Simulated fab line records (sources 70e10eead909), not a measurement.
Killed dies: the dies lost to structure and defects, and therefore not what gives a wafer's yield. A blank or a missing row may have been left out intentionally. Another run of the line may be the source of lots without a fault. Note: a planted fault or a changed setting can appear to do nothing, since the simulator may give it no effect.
One fault through the eyes of 2 desks	flow nand_harc	what lay behind the numbers comes last; until then each desk has only its own

== AT THE METROLOGY DESK ==
What the gauges read, lot by lot, whatever tool the lot ran on: means of the sampled wafers that have a number. Any lot whose mean is over 4 standard deviations away from the usual mean is out of limits and marked OUT; that distance is given in the brackets.
Columns: A = overlay_x_nm at NHARC_P_BONDPAD_OVL_MEAS_38, usual -1 nm; B = overlay_y_nm at NHARC_P_BONDPAD_OVL_MEAS_38, usual -2 nm
lot	first seen here	A	B
L966	day 7 04:31	-2	-3
L968	day 7 20:13	0	-5
L967	day 7 22:23	-9	-8
L969	day 8 07:33	-6	2
L972	day 9 06:15	3	3
L976	day 11 09:54	0	-11
L980	day 12 18:25	0	-3
L982	day 13 17:51	0	-4
L983	day 14 00:13	-8	-2
L985	day 14 15:38	-8	5
L984	day 14 16:35	9	-6
L986	day 15 04:13	1	1
L988	day 16 06:43	2	4
This desk found nothing out of limits on any of the 13 lots.

== FOR THE TOOL OWNER'S DESK: rie_diel-02 ==
The tool's own readings at NHARC_P_BONDPAD_ETCH_24 (etches the open film in CF4/N2, target depth 30 nm, time 72.99 s): means of the sampled wafers that have a number, for each lot that ran on this tool. Any lot whose mean is over 4 standard deviations away from the usual mean is out of limits and marked OUT; that distance is given in the brackets.
Columns: A = drypump_motor_current_A at NHARC_P_BONDPAD_ETCH_24, usual 5.7 A; B = oes_product_au at NHARC_P_BONDPAD_ETCH_24, usual 0.997 a.u.; C = rf_vpp_V at NHARC_P_BONDPAD_ETCH_24, usual 313.8 V; D = run_length_s at NHARC_P_BONDPAD_ETCH_24, usual 94.2 s; E = showerhead_plenum_p_Torr at NHARC_P_BONDPAD_ETCH_24, usual 2.61 Torr; F = throttle_valve_pct at NHARC_P_BONDPAD_ETCH_24, usual 19.794 %
lot	first seen here	A	B	C	D	E	F
L968	day 7 20:54	5.4	0.998	314.4	94.0	2.66	19.800
L967	day 7 23:04	5.6	0.994	313.5	93.6	2.59	19.796
L969	day 8 08:14	5.8	1.001	313.4	93.5	2.58	19.790
L980	day 12 19:05	5.6	1.007	316.2	87.1 (-13) OUT	2.71	19.791
This desk finds L980 out of limits, L980 being first, at day 12 19:05 (run_length_s at NHARC_P_BONDPAD_ETCH_24). In limits: L968, L967, L969.

== PUT TOGETHER ==
On L980, at day 12 19:05, an alarm was possible from the tool owner's desk.
From the metrology desk's view, nothing was out of limits.
The metrology desk holds a record of L980, inside its limits.
The lots listed all ran NHARC_P_BONDPAD_ETCH_24 on rie_diel-02.

== WHAT THE SIMULATOR HAD PUT IN ==
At NHARC_P_BONDPAD_ETCH_24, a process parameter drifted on rie_diel-02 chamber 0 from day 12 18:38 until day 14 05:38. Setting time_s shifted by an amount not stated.
Lots struck among those shown: L980.
Time in hours from fault onset to the first out-of-limits reading at each desk: the tool owner's desk, 0.
